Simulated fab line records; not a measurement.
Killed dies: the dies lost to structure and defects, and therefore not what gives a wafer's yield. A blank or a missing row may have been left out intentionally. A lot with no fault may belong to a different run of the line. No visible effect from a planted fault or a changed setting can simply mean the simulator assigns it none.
What tool caused it? :: flow nand-harc :: 14 lots with 42 wafers sampled at 5 steps, on a route of 1159 steps

## WHAT THE GAUGES READ, wafer by wafer
NHARC_THIN_TSV_CD_MEAS_37. Usual: 5001 nm for cd-nm, sd 3.5.
lot: L915
measured: day 18 07:25
on: cd-sem-02
cd-nm (nm): 5005 5002 5007
flag: 

lot: L916
measured: day 19 07:53
on: cd-sem-02
cd-nm (nm): 5003 5002 5001
flag: 

lot: L919
measured: day 19 18:39
on: cd-sem-02
cd-nm (nm): 5007 4997 4997
flag: 

lot: L917
measured: day 19 09:16
on: cd-sem-02
cd-nm (nm): 5004 5003 4996
flag: 

lot: L918
measured: day 19 16:29
on: cd-sem-02
cd-nm (nm): 5004 5000 5001
flag: 

lot: L921
measured: day 20 20:52
on: cd-sem-02
cd-nm (nm): 5004 5002 5002
flag: 

lot: L923
measured: day 20 12:05
on: cd-sem-02
cd-nm (nm): 5005 4995 5004
flag: 

lot: L926
measured: day 21 01:48
on: cd-sem-01
cd-nm (nm): 5001 4993 4999
flag: 

lot: L933
measured: day 23 09:16
on: cd-sem-01
cd-nm (nm): 5005 5000 5002
flag: 

lot: L934
measured: day 23 10:38
on: cd-sem-01
cd-nm (nm): 5005 4998 4999
flag: 

lot: L935
measured: day 23 11:55
on: cd-sem-02
cd-nm (nm): 4999 4995 4995
flag: 

lot: L937
measured: day 24 10:17
on: cd-sem-02
cd-nm (nm): 4997 5002 5005
flag: 

NHARC_END_SORT_01. Usual: killed-at-array 28, standard deviation 11; killed-at-other 0.5, standard deviation 0.87; killed-at-periphery 2.9, standard deviation 2.2; killed-dies 32, standard deviation 11; killed-open 3.2, standard deviation 1.9; killed-short 1.8, standard deviation 1.4.
lot: L927
measured: day 22 03:39
on: prober-02
killed-at-array: 14 18 15
killed-at-other: 0 0 0
killed-at-periphery: 663 659 662
killed-dies: 677 677 677
killed-open: 4 4 2
killed-short: 0 0 0
flag: OFF

lot: L930
measured: day 22 12:19
on: prober-01
killed-at-array: 54 52 54
killed-at-other: 1 2 0
killed-at-periphery: 622 623 623
killed-dies: 677 677 677
killed-open: 5 2 4
killed-short: 1 2 3
flag: OFF

## WHICH TOOL RAN EACH LOT (tool, then ch and the chambers of the sampled wafers, then the start)
lot: L915
NHARC_P_GATE_DEVELOP_45: litho-track-05 ch 0, day 4 21:00
NHARC_HYBRID_BOND_ACTIVATE_00: rie-diel-02 ch 1,3, day 17 12:21
NHARC_THIN_TSV_DEGAS_49: pvd-sputter-03, day 18 02:46

lot: L916
NHARC_P_GATE_DEVELOP_45: litho-track-02 ch 0, day 5 09:00
NHARC_HYBRID_BOND_ACTIVATE_00: rie-diel-06 ch 0,1,3, day 18 05:56
NHARC_THIN_TSV_DEGAS_49: pvd-sputter-01, day 19 02:57

lot: L919
NHARC_P_GATE_DEVELOP_45: litho-track-07 ch 0, day 5 22:00
NHARC_HYBRID_BOND_ACTIVATE_00: rie-diel-03 ch 1,2,3, day 18 16:14
NHARC_THIN_TSV_DEGAS_49: pvd-sputter-01, day 19 11:50

lot: L917
NHARC_P_GATE_DEVELOP_45: litho-track-07 ch 0, day 5 23:00
NHARC_HYBRID_BOND_ACTIVATE_00: rie-diel-03 ch 0,2,3, day 18 11:41
NHARC_THIN_TSV_DEGAS_49: pvd-sputter-01, day 19 03:35

lot: L918
NHARC_P_GATE_DEVELOP_45: litho-track-05 ch 0, day 5 23:00
NHARC_HYBRID_BOND_ACTIVATE_00: rie-diel-02 ch 0,2,3, day 18 15:14
NHARC_THIN_TSV_DEGAS_49: pvd-sputter-01, day 19 05:08

lot: L921
NHARC_P_GATE_DEVELOP_45: litho-track-05 ch 0, day 6 13:00
NHARC_HYBRID_BOND_ACTIVATE_00: rie-diel-06 ch 1,2, day 19 21:44
NHARC_THIN_TSV_DEGAS_49: pvd-sputter-02, day 20 16:17

lot: L923
NHARC_P_GATE_DEVELOP_45: litho-track-07 ch 0, day 7 00:00
NHARC_HYBRID_BOND_ACTIVATE_00: rie-diel-03 ch 1,2, day 19 15:40
NHARC_THIN_TSV_DEGAS_49: pvd-sputter-01, day 20 07:30

lot: L926
NHARC_P_GATE_DEVELOP_45: litho-track-05 ch 0, day 7 18:00
NHARC_HYBRID_BOND_ACTIVATE_00: rie-diel-06 ch 0,1,3, day 20 07:43
NHARC_THIN_TSV_DEGAS_49: pvd-sputter-02, day 20 21:21

lot: L927
NHARC_P_GATE_DEVELOP_45: litho-track-05 ch 0, day 8 08:00
NHARC_HYBRID_BOND_ACTIVATE_00: -
NHARC_THIN_TSV_DEGAS_49: -

lot: L930
NHARC_P_GATE_DEVELOP_45: litho-track-05 ch 0, day 8 16:00
NHARC_HYBRID_BOND_ACTIVATE_00: -
NHARC_THIN_TSV_DEGAS_49: -

lot: L933
NHARC_P_GATE_DEVELOP_45: litho-track-07 ch 0, day 9 18:00
NHARC_HYBRID_BOND_ACTIVATE_00: rie-diel-06 ch 2,3, day 22 11:58
NHARC_THIN_TSV_DEGAS_49: pvd-sputter-01, day 23 04:20

lot: L934
NHARC_P_GATE_DEVELOP_45: litho-track-02 ch 0, day 9 23:00
NHARC_HYBRID_BOND_ACTIVATE_00: rie-diel-06 ch 0,1,3, day 22 12:47
NHARC_THIN_TSV_DEGAS_49: pvd-sputter-02, day 23 05:37

lot: L935
NHARC_P_GATE_DEVELOP_45: litho-track-02 ch 0, day 10 08:00
NHARC_HYBRID_BOND_ACTIVATE_00: rie-diel-06 ch 0,2,3, day 22 13:08
NHARC_THIN_TSV_DEGAS_49: pvd-sputter-03, day 23 06:38

lot: L937
NHARC_P_GATE_DEVELOP_45: litho-track-07 ch 0, day 10 14:00
NHARC_HYBRID_BOND_ACTIVATE_00: rie-diel-06 ch 0,1,3, day 23 14:22
NHARC_THIN_TSV_DEGAS_49: pvd-sputter-01, day 24 05:41
- NHARC_P_GATE_DEVELOP_45: time 70 s.
- NHARC_HYBRID_BOND_ACTIVATE_00: chemistry N2, time 60 s.
- NHARC_THIN_TSV_DEGAS_49: time 120 s.

## AS READ BY THE TOOLS THEMSELVES (means over the sampled wafers that have a number; for cases with no such wafer, the mark the record gives instead)
NHARC_HYBRID_BOND_ACTIVATE_00. Usual: drypump-motor-current-A 5.5 A, standard deviation 0.46; n2-flow-sccm 200.0 sccm, standard deviation 0.67; oes-product-au 1.005 a.u., standard deviation 0.012; rf-vpp-V 64.0 V, standard deviation 0.91; showerhead-plenum-p-Torr 1.74 Torr, standard deviation 0.065.
lot: L915
tool: rie-diel-02
drypump-motor-current-A (A): 5.7
n2-flow-sccm (sccm): 200.4
oes-product-au (a.u.): 1.004
rf-vpp-V (V): 63.4
showerhead-plenum-p-Torr (Torr): 1.66
flag: 

lot: L916
tool: rie-diel-06
drypump-motor-current-A (A): 5.5
n2-flow-sccm (sccm): 200.1
oes-product-au (a.u.): 1.002
rf-vpp-V (V): 64.9
showerhead-plenum-p-Torr (Torr): 1.76
flag: 

lot: L919
tool: rie-diel-03
drypump-motor-current-A (A): 5.4
n2-flow-sccm (sccm): 199.7
oes-product-au (a.u.): 1.013
rf-vpp-V (V): 63.6
showerhead-plenum-p-Torr (Torr): 1.78
flag: 

lot: L917
tool: rie-diel-03
drypump-motor-current-A (A): 5.4
n2-flow-sccm (sccm): 200.6
oes-product-au (a.u.): 1.007
rf-vpp-V (V): 64.1
showerhead-plenum-p-Torr (Torr): 1.76
flag: 

lot: L918
tool: rie-diel-02
drypump-motor-current-A (A): 5.5
n2-flow-sccm (sccm): 199.4
oes-product-au (a.u.): 1.007
rf-vpp-V (V): 64.1
showerhead-plenum-p-Torr (Torr): 1.70
flag: 

lot: L921
tool: rie-diel-06
drypump-motor-current-A (A): 5.9
n2-flow-sccm (sccm): 199.6
oes-product-au (a.u.): 0.998
rf-vpp-V (V): 65.0
showerhead-plenum-p-Torr (Torr): 1.79
flag: 

lot: L923
tool: rie-diel-03
drypump-motor-current-A (A): 5.0
n2-flow-sccm (sccm): 200.3
oes-product-au (a.u.): 1.007
rf-vpp-V (V): 64.6
showerhead-plenum-p-Torr (Torr): 1.80
flag: 

lot: L926
tool: rie-diel-06
drypump-motor-current-A (A): 5.5
n2-flow-sccm (sccm): 199.6
oes-product-au (a.u.): 0.991
rf-vpp-V (V): 64.1
showerhead-plenum-p-Torr (Torr): 1.76
flag: 

lot: L933
tool: rie-diel-06
drypump-motor-current-A (A): 5.9
n2-flow-sccm (sccm): 199.6
oes-product-au (a.u.): 1.011
rf-vpp-V (V): 63.3
showerhead-plenum-p-Torr (Torr): 1.68
flag: 

lot: L934
tool: rie-diel-06
drypump-motor-current-A (A): 5.5
n2-flow-sccm (sccm): 200.3
oes-product-au (a.u.): 0.998
rf-vpp-V (V): 63.5
showerhead-plenum-p-Torr (Torr): 1.76
flag: 

lot: L935
tool: rie-diel-06
drypump-motor-current-A (A): 5.5
n2-flow-sccm (sccm): 200.3
oes-product-au (a.u.): 1.018
rf-vpp-V (V): 64.2
showerhead-plenum-p-Torr (Torr): 1.73
flag: 

lot: L937
tool: rie-diel-06
drypump-motor-current-A (A): 5.5
n2-flow-sccm (sccm): 199.2
oes-product-au (a.u.): 1.002
rf-vpp-V (V): 64.0
showerhead-plenum-p-Torr (Torr): 1.76
flag: 

NHARC_THIN_TSV_DEGAS_49. Usual: 486 W for heater-power-w, sd 64.
lot: L915
tool: pvd-sputter-03
heater-power-w (W): 489
flag: 

lot: L916
tool: pvd-sputter-01
heater-power-w (W): 508
flag: 

lot: L919
tool: pvd-sputter-01
heater-power-w (W): 468
flag: 

lot: L917
tool: pvd-sputter-01
heater-power-w (W): 462
flag: 

lot: L918
tool: pvd-sputter-01
heater-power-w (W): 456
flag: 

lot: L921
tool: pvd-sputter-02
heater-power-w (W): 449
flag: 

lot: L923
tool: pvd-sputter-01
heater-power-w (W): 458
flag: 

lot: L926
tool: pvd-sputter-02
heater-power-w (W): 477
flag: 

lot: L933
tool: pvd-sputter-01
heater-power-w (W): 511
flag: 

lot: L934
tool: pvd-sputter-02
heater-power-w (W): 471
flag: 

lot: L935
tool: pvd-sputter-03
heater-power-w (W): 497
flag: 

lot: L937
tool: pvd-sputter-01
heater-power-w (W): 448
flag: 

## THE ANSWER, worked out from the rows above alone
Rule: a lot is off if the mean of its wafers that have a number lies more than 3 standard deviations from the usual mean. A lot without any number at a reading at which 4 lots or more have one is off too. All remaining lots with rows at the step are treated as sound. First the gauges in route order, then the tools' own readings, where a lot's mean is used as printed above. The first step at which some lot is off is used, and at that step the reading that is off furthest; a lot without a number counts as furthest.
Off: L927, L930, at NHARC_END_SORT_01 (killed-at-periphery). Neither off nor sound, because the step has no rows for them: L915, L916, L919, L917, L918, L921, L923, L926, L933, L934, L935, L937.
If a tool, at a process step before that reading, ran all the lots that are off and no sound lot after the first of them, it fits. The gauges at NHARC_END_SORT_01 are tried like those tools. One fits: litho-track-05 at NHARC_P_GATE_DEVELOP_45. It ran no sound lot before its first lot that is off in this sample, so the start can't be narrowed down.

## WHAT THE SIMULATOR PUT IN
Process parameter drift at NHARC_P_GATE_DEVELOP_45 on litho-track-05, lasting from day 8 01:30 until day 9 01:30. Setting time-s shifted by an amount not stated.
Lots struck among those shown: L927, L930. This agrees with what the rule above found.
